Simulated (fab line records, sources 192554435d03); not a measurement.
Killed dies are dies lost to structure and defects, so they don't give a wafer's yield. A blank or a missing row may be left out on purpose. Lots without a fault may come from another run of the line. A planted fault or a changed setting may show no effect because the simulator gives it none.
fab line records | flow n5_finfet
record lots=5 wafers=13 last_day=16
route steps=1938 shown BEOL_M5@1185 BEOL_M6@1194
lots that met no fault: from a run of the same line without faults
start_h: hours from the record's first day to the start of the lot's first wafer shown | wait_h: hours since the lot's step before | " the same as in the row above | L1.1+2: a row that stands for several wafers | - no value, or no start given | * or withheld: withheld | < > ~ a bound
route shown NAME@n: a module of which the file shows steps, and the number in the route of the first | usual: mean/standard deviation of fault-free wafers | same: alike in all rows | chamber/n: place in a boat | sites: the reading at each site | _std_site: their standard deviation | _edge_site: outer sites' mean less inner sites' | radius_mm: how far each site lies from the wafer's centre | mask NAME#n: copy n | behind: the tool/chamber that last shaped the wafer | hold: why the lot was held/for how many hours/how that ended | device: the transistor (n, p or np) that didn't switch | end of line: the same wafers' tests at the end of the route | a step without rows: its recipe alone | killed: dies lost to structure and defects at the first sort, not the wafer's yield | map: a wafer's dies, x killed, . not, _ none there
set.NAME: the setting as run; set.NAME@STEP: as run at that earlier step | model.NAME: the simulator's own value behind a step, which no gauge read
lots at some steps of the route; a table a step, a row a wafer
services: from which hour (start_h, from the record's first day; less than 0 if before it) a tool's chamber was out of use, for how many hours, and why
## steps
# step N5_BEOL_M5_ANNEAL_51
# recipe temp_c=225 time_s=90 ambient=N2
# step N5_BEOL_M5_CMP_52
# recipe stop_on=SiCOH_lowk t_overpolish_s=6.9 down_force_psi=1 platen_rpm=50 clearing_platen_down_force_psi=1.5 clearing_platen_rpm=50 post_cmp_clean=cu_alkaline target_thk_nm=62 clearing_platen_pad_velocity_m_s=0.99484 pad_velocity_m_s=0.99484
# step N5_BEOL_M5_PRE_CLEAN_77
# recipe gas=NH3/H2 time_s=15 temp_c=* rf_power_w=300
# step N5_BEOL_M5_CO_CAP_78
# recipe material=Co target_thk_a=20 temp_c=200 precursor=CCTBA/H2 pressure_torr=30 time_s=102.1
# step N5_BEOL_M5_PRE_CLEAN_55
# recipe gas=NH3 time_s=15 temp_c=withheld rf_power_w=300
# step N5_BEOL_M5_DEP_56
# recipe material=SiCN target_thk_a=80 temp_c=withheld precursor=3MS/NH3 pressure_torr=3 rf_w=202 time_s=14
# step N5_BEOL_M6_ILD_DEP_00
# recipe material=SiCOH_lowk target_thk_a=1797.5 temp_c=300 precursor=DEMS/porogen pressure_torr=5 rf_w=500 time_s=33.4
# step N5_BEOL_M6_CURE_74
# recipe temp_c=385 time_s=240 ambient=He/Ar material=SiCOH_lowk
# step N5_BEOL_M6_PECVD_70
# recipe material=SiO2 target_thk_a=200 temp_c=400 precursor=TEOS/O2 pressure_torr=5.5 rf_w=450 teos_flow_sccm=53.8 gas=O2 flow_sccm=3000 time_s=22.7
# usual chamber_pressure_Torr=5.500/0.013 heater_power_w=731/72 showerhead_plenum_p_Torr=8.80/0.059 showerhead_vpp_V=1290/53 throttle_valve_pct=22.3/1.5
# columns lot.wafer tool chamber start_h wait_h chamber_pressure_Torr heater_power_w showerhead_plenum_p_Torr showerhead_vpp_V throttle_valve_pct model.SiO2_of_BEOL_M6_PECVD_70.thk_nm
L865.2 pecvd-04 0 183.91 0.0 5.495 750 8.72 1231 21.9 19.6
L865.4 " 2 " " 5.491 755 8.91 1334 20.0 19.8
L865.5 " 0 " " 5.494 581 8.72 1213 22.3 20
L877.3 pecvd-04 1 262.00 0.0 5.519 741 8.75 1254 24.6 19.6
L877.4 " 0 " " 5.513 714 8.71 1215 22.1 33.4
L879.1 pecvd-04 2 274.17 0.0 5.504 765 8.91 1351 19.6 20
L879.3 " 0 " " 5.519 691 8.70 1246 22.0 20.2
L879.4 " 0 " " 5.520 701 8.70 1208 22.3 33.4
L880.2 pecvd-04 0 279.28 0.0 5.496 607 8.73 1232 22.5 20
L880.5 " 1 " " 5.511 740 8.78 1247 24.4 33
L884.1 pecvd-02 0 296.57 0.0 5.505 841 8.79 1381 24.1 19.8
L884.2 " 1 " " 5.500 657 8.76 1313 22.7 20
L884.6 " 1 " " 5.494 660 8.79 1279 22.6 20.4
# step N5_BEOL_M6_HM_DEP_02
# recipe material=TiN target_thk_a=200 temp_c=25 chamber_pressure_pa=0.49996
# step N5_BEOL_M6_COAT_59
# recipe resist=SOC temp_c=250 time_s=60 spin_rpm=1500 resist_thk_nm=100
# step N5_BEOL_M6_COAT_60
# recipe resist=SiARC temp_c=220 time_s=60 spin_rpm=1500 resist_thk_nm=35
# step N5_BEOL_M6_COAT_05
# recipe resist=CAR-ArF spin_rpm=1500 resist_thk_nm=90
# step N5_BEOL_M6_EBR_07
# recipe solvent=PGMEA ebr_width_mm=1.5
# step N5_BEOL_M6_SOFTBAKE_06
# recipe temp_c=110 time_s=60 resist=CAR-ArF
# step N5_BEOL_M6_EXPOSE_08
# recipe mask_id=M6 na=1.35 source_shape=dipole sigma_inner=0.817 sigma_outer=0.97 polarization=te dose_mj=68.25
# step N5_BEOL_M6_PEB_09
# recipe peb_temp_c=withheld peb_time_s=60 resist=CAR-ArF
# step N5_BEOL_M6_DEVELOP_10
# recipe develop_time_s=30 developer=TMAH resist=CAR-ArF rinse_liquid=diw dry=air_spin dev_temp_c=23
# step N5_BEOL_M6_DESCUM_16
# recipe chemistry=O2 time_s=7.9 source_power_w=50 bias_power_w=20 pressure_mtorr=20 rf_frequency_hz=2.712e+07 temp_c=40 resist=CAR-ArF o2_flow_sccm=225
# step N5_BEOL_M6_ETCH_61
# recipe chemistry=CF4 target=SiARC target_depth_a=455 mask_material=CAR-ArF time_s=75.8 ion_energy_ev=80 pressure_mtorr=40 source_w=545 bias_w=36 Ar_flow_sccm=100 cf4_flow_sccm=100 ends=cleared
# step N5_BEOL_M6_ETCH_62
# recipe chemistry=N2/H2 target=SOC target_depth_a=1100 overetch_a=220 mask_material=SiARC temp_c=40 time_s=165 ion_energy_ev=200 pressure_mtorr=30 source_w=840 bias_w=150 n2_flow_sccm=200 h2_flow_sccm=200
# step N5_BEOL_M6_STRIP_68
# recipe chemistry=N2/H2 temp_c=40 n2_flow_sccm=200 h2_flow_sccm=200 rf_frequency_hz=6e+07
# step N5_BEOL_M6_STRIP_67
# recipe chemistry=CF4 resist=SiARC power_w=300 bias_power_w=75 pressure_mtorr=50 cf4_flow_sccm=150 rf_frequency_hz=6e+07
# step N5_BEOL_M6_HM_OPEN_17
# recipe chemistry=Cl2/BCl3 target_depth_a=200 overetch_a=60 target=TiN mask_material=SOC ion_energy_ev=150 pressure_mtorr=10 icp_w=1000 bias_w=126 Cl2_flow_sccm=53.25 bcl3_flow_sccm=21.75 Ar_flow_sccm=25
# step N5_BEOL_M6_STRIP_19
# recipe chemistry=O2 power_w=400 temp_c=40 pressure_mtorr=30 rf_frequency_hz=6e+07 bias_power_w=0 overash_fraction=0.2 o2_flow_sccm=225
# step N5_BEOL_M6_COAT_63
# recipe resist=SOC temp_c=250 time_s=60 spin_rpm=1500 resist_thk_nm=60
# step N5_BEOL_M6_COAT_64
# recipe resist=SiARC temp_c=220 time_s=60 spin_rpm=1500 resist_thk_nm=12
# step N5_BEOL_M6_COAT_71
# recipe resist=underlayer temp_c=205 time_s=60 spin_rpm=1500 resist_thk_nm=5
# step N5_BEOL_M6_COAT_22
# recipe resist=CAR-EUV spin_rpm=1500 resist_thk_nm=30
# step N5_BEOL_M6_EBR_24
# recipe solvent=PGMEA ebr_width_mm=1.5
# step N5_BEOL_M6_SOFTBAKE_23
# recipe temp_c=110 time_s=60 resist=CAR-EUV
# step N5_BEOL_M6_EXPOSE_25
# recipe mask_id=V5 na=0.33 source_shape=annular sigma_inner=0.4 sigma_outer=0.8 polarization=unpolarized target_cd_nm=40 dose_mj=45
# step N5_BEOL_M6_PEB_26
# recipe peb_temp_c=100 peb_time_s=60 resist=CAR-EUV
# step N5_BEOL_M6_DEVELOP_27
# recipe develop_time_s=30 developer=TMAH resist=CAR-EUV rinse_liquid=surfactant_rinse dry=air_spin dev_temp_c=23
# step N5_BEOL_M6_HM_STRIP_39
# recipe chemistry=peroxide_tin_strip material=TiN target_depth_a=250 temp_c=50 time_s=158
# usual bath_guard_temp_C=50.1/0.48
# columns lot.wafer tool chamber start_h wait_h bath_guard_temp_C model.SiO2_of_BEOL_M6_PECVD_70.thk_nm
L865.2 wet_bench-01 5 187.94 0.0 49.5 19.6
L865.4 " 4 " " 49.2 19.8
L865.5 " 1 " " 50.3 19.8
L877.3 wet_bench-01 6 266.30 0.0 50.4 19.6
L877.4 " 7 " " 50.0 33.2
L879.1 wet_bench-05 0 277.44 0.0 50.5 19.8
L879.3 " 1 " " 49.4 20
L879.4 " 6 " " 49.8 33.2
L880.2 wet_bench-06 5 284.07 0.0 50.2 20
L880.5 " 0 " " 49.5 32.8
L884.1 wet_bench-06 0 301.16 0.0 50.0 19.6
L884.2 " 1 " " 50.6 19.8
L884.6 " 4 " " 49.8 20.2
# step N5_BEOL_M6_CMP_52
# recipe stop_on=SiCOH_lowk t_overpolish_s=6.9 down_force_psi=1 platen_rpm=50 clearing_platen_down_force_psi=1.5 clearing_platen_rpm=50 post_cmp_clean=cu_alkaline target_thk_nm=80 clearing_platen_pad_velocity_m_s=0.99484 pad_velocity_m_s=0.99484
# usual barrier_field_endpoint_s=28.9/0.79 edge_zone_pressure_frac=1.000/0.0048 motor_current_A=5.8/0.54 overpolish_run_s=6.901/0.0093
# columns lot.wafer tool chamber start_h wait_h barrier_field_endpoint_s edge_zone_pressure_frac motor_current_A overpolish_run_s
L865.4 cmp-03 2 189.96 0.1 28.9 0.997 5.5 6.902
L865.2 " 1 " " 29.3 0.993 5.3 6.890
L865.5 " 2 " " 29.1 1.004 5.6 6.905
L877.3 cmp-04 2 268.39 0.2 30.4 1.003 5.4 6.909
L877.4 " 0 " " 46.0 1.000 6.1 0.730
L879.3 cmp-04 1 281.50 0.2 29.3 1.003 5.9 6.894
L879.1 " 2 " " 30.0 1.009 5.4 6.907
L879.4 " 3 " " 46.3 0.999 7.5 0.369
L880.2 cmp-03 1 287.62 0.3 28.7 1.002 5.2 6.909
L880.5 " 0 " " 44.4 0.998 5.5 2.323
L884.2 cmp-03 1 303.02 0.2 28.6 1.001 5.2 6.892
L884.1 " 3 " " 27.4 1.003 5.6 6.903
L884.6 " 2 " " 28.5 0.991 5.8 6.916
## services
# columns tool chamber start_h hours kind
pecvd-04 - 164.08 1.0 repair
pecvd-04 0 174.70 5.5 scheduled_down
wet_bench-01 - 188.15 1.5 repair
cmp-03 - 203.49 4.3 repair
cmp-04 - 206.70 4.0 pm
pecvd-02 1 207.07 5.5 scheduled_down
cmp-04 - 210.70 - consumable_replace:conditioner
cmp-04 - 210.70 - consumable_replace:pad
pecvd-02 2 213.03 5.5 scheduled_down
cmp-04 - 217.95 6.5 repair
cmp-03 - 234.33 1.3 repair
cmp-03 - 281.47 1.8 repair
## key
first_sign step=N5_BEOL_M6_CMP_52 reading=overpolish_run_s direction=down sigmas=99+ usual=6.901 struck=1.141
effect step=N5_BEOL_M6_CMP_52 reading=barrier_field_endpoint_s direction=up sigmas=21 usual=28.9 struck=45.5
model_effect step=N5_BEOL_M6_PECVD_70 value=SiO2_of_BEOL_M6_PECVD_70.thk_nm without=20.4 struck=33.27
model_effect step=N5_BEOL_M6_HM_STRIP_39 value=SiO2_of_BEOL_M6_PECVD_70.thk_nm without=20.27 struck=33.07
met_at N5_BEOL_M6_PECVD_70
struck_wafers L877.4,L879.4,L880.5
onset_between 183.91 262.00
fault kind=process_parameter_drift tool=pecvd-04 chamber=- onset_h=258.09 steps=N5_BEOL_M6_PECVD_70 channel=time_s offset=* shape=step end_h=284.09 scope=struck_wafers_only acts_in=* stated=*
